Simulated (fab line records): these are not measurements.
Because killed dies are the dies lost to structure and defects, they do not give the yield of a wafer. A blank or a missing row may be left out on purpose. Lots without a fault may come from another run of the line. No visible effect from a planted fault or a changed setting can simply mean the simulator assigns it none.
Chamber matching | flow nand_harc | 3 sister chambers for NHARC_A_STAIRCASE_DEP_280 on pecvd-03
The step deposits SiON, target thk 30 nm. 22 wafers are shown with their chamber, then 11 later ones without.

WAFERS PAIRED WITH THEIR CHAMBERS
wafer  | chamber | showerhead_vpp_V (V) | heater_power_w (W) | rf_fwd_power_W (W)
L074.1 | 0       | 1162                 | 725                | 347.3
L074.2 | 2       | 1193                 | 697                | 348.6
L074.3 | 1       | 1086                 | 701                | 346.8
L077.2 | 0       | 1162                 | 840                | 347.8
L077.4 | 0       | 1134                 | 858                | 349.0
L077.6 | 2       | 1187                 | 738                | 346.8
L079.1 | 1       | 1088                 | 830                | 350.2
L079.2 | 2       | 1171                 | 711                | 349.4
L079.3 | 0       | 1141                 | 764                | 348.6
L080.1 | 2       | 1143                 | 768                | 348.0
L080.2 | 1       | 1094                 | 730                | 348.3
L080.6 | 1       | 1076                 | 732                | 347.0
L085.1 | 0       | 1133                 | 784                | 349.7
L085.4 | 1       | 1106                 | 781                | 348.0
L085.5 | 0       | 1155                 | 789                | 348.5
L086.1 | 1       | 1096                 | 820                | 349.1
L086.2 | 0       | 1152                 | 739                | 348.3
L086.5 | 0       | 1163                 | 747                | 349.4
L087.1 | 2       | 1175                 | 741                | 348.2
L087.2 | 0       | 1160                 | 721                | 349.4
L087.4 | 2       | 1167                 | 743                | 347.8
L088.2 | 1       | 1083                 | 828                | 348.4

SIGNATURES (means of the wafers above)
reading          | chamber 0 | chamber 1 | chamber 2 | scatter within a chamber
showerhead_vpp_V | 1151.33   | 1089.86   | 1172.67   | 13.2
heater_power_w   | 774.11    | 774.57    | 733.00    | 45.6
rf_fwd_power_W   | 348.667   | 348.257   | 348.133   | 0.947
Rule: a wafer's distance from a chamber is the root of the sum, over the readings, of the square of ((its reading less the chamber's mean) divided by the reading's scatter). The wafer belongs to the nearest chamber; if the next one is less than 2 further off, it can't be placed. How the scatter is found: for the shown wafers, subtract from each reading the mean of its chamber, square and add these, divide the total by (wafers less chambers), then take the root.

WAFERS MISSING THEIR CHAMBER
wafer  | showerhead_vpp_V (V) | heater_power_w (W) | rf_fwd_power_W (W)
L088.4 | 1172                 | 762                | 347.0
L088.5 | 1165                 | 818                | 349.5
L090.1 | 1179                 | 751                | 349.6
L090.3 | 1067                 | 792                | 349.1
L090.6 | 1160                 | 761                | 348.5
L092.2 | 1156                 | 798                | 348.2
L092.3 | 1097                 | 832                | 347.8
L092.4 | 1173                 | 736                | 349.6
L096.1 | 1135                 | 807                | 349.1
L096.2 | 1171                 | 767                | 348.5
L096.5 | 1165                 | 820                | 348.0

CHAMBER TAKEN BY EACH
wafer  | from the rows above     | in truth
L088.4 | can't be placed: 2 or 0 | 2
L088.5 | can't be placed: 0 or 2 | 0
L090.1 | can't be placed: 2 or 0 | 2
L090.3 | 1                       | 1
L090.6 | can't be placed: 0 or 2 | 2
L092.2 | can't be placed: 0 or 2 | 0
L092.3 | 1                       | 1
L092.4 | can't be placed: 2 or 0 | 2
L096.1 | can't be placed: 0 or 2 | 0
L096.2 | can't be placed: 2 or 0 | 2
L096.5 | can't be placed: 0 or 2 | 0
Placed correctly: 2 of 11. These rows do not allow placing 9 (true chamber among the candidates in 9). Wrongly placed: 0.
